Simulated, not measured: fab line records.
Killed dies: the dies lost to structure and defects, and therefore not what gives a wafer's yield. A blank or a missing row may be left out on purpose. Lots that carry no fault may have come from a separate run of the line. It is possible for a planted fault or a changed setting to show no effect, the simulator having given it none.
Chamber matching	flow n5Finfet	N5_BEOL_M8_ILD_DEP_00 on pecvd-04 has 3 sister chambers
The step deposits SiCOH lowk from DEMS/porogen, target thk 179.75 nm, time 33.4 s. 18 wafers are shown with their chamber, then 9 later ones without.

## WAFERS WITH THEIR CHAMBER
wafer	chamber	heaterPowerW (W)	throttleValvePct (%)	showerheadPlenumPTorr (Torr)
L074.2	2	283	15.1	5.740
L074.3	1	302	13.8	5.716
L074.5	2	292	14.8	5.751
L076.1	1	326	14.4	5.735
L076.4	1	339	14.2	5.741
L076.6	1	262	13.9	5.726
L078.1	0	282	13.9	5.740
L078.2	1	298	14.3	5.728
L078.4	0	218	13.8	5.733
L080.2	1	297	14.2	5.720
L080.3	0	244	13.9	5.730
L080.4	1	298	14.0	5.730
L085.1	2	289	12.0	5.729
L085.4	2	292	12.3	5.724
L085.5	0	257	13.8	5.723
L086.2	1	328	13.9	5.719
L086.4	0	264	14.2	5.737
L086.6	1	336	14.0	5.744

SIGNATURES, as means of the wafers listed above
reading	chamber 0	chamber 1	chamber 2	scatter within a chamber
heaterPowerW	253.00	309.56	289.00	22
throttleValvePct	13.920	14.078	13.550	0.747
showerheadPlenumPTorr	5.73260	5.72878	5.73600	0.00957
Rule: a wafer's distance from a chamber is the root of the sum, over the readings, of the square of ((its reading less the chamber's mean) divided by the reading's scatter). If the next closest chamber is less than 2 further off than the closest, the wafer can't be placed; otherwise it belongs to the closest. How the scatter is found: for the shown wafers, subtract from each reading the mean of its chamber, square and add these, divide the total by (wafers less chambers), then take the root.

## WAFERS WHOSE CHAMBER IS MISSING
wafer	heaterPowerW (W)	throttleValvePct (%)	showerheadPlenumPTorr (Torr)
L089.2	250	12.3	5.725
L089.3	278	14.0	5.733
L089.5	214	13.9	5.738
L091.3	243	14.2	5.738
L091.4	269	14.0	5.721
L091.6	247	14.2	5.726
L097.1	308	14.1	5.732
L097.3	244	12.3	5.735
L097.5	262	14.4	5.724

## WHICH CHAMBER EACH ONE RAN IN
wafer	from the rows above	in truth
L089.2	can't be placed: 0 or 2 or 1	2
L089.3	can't be placed: 2 or 0 or 1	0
L089.5	can't be placed: 0 or 2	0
L091.3	can't be placed: 0 or 2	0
L091.4	can't be placed: 0 or 2 or 1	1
L091.6	can't be placed: 0 or 2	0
L097.1	can't be placed: 1 or 2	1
L097.3	can't be placed: 0 or 2 or 1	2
L097.5	can't be placed: 0 or 2 or 1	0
0 of 9 placed correctly. Cannot be placed on the basis of these rows: 9; the candidates contain the true chamber in 9. Wrongly placed: 0.
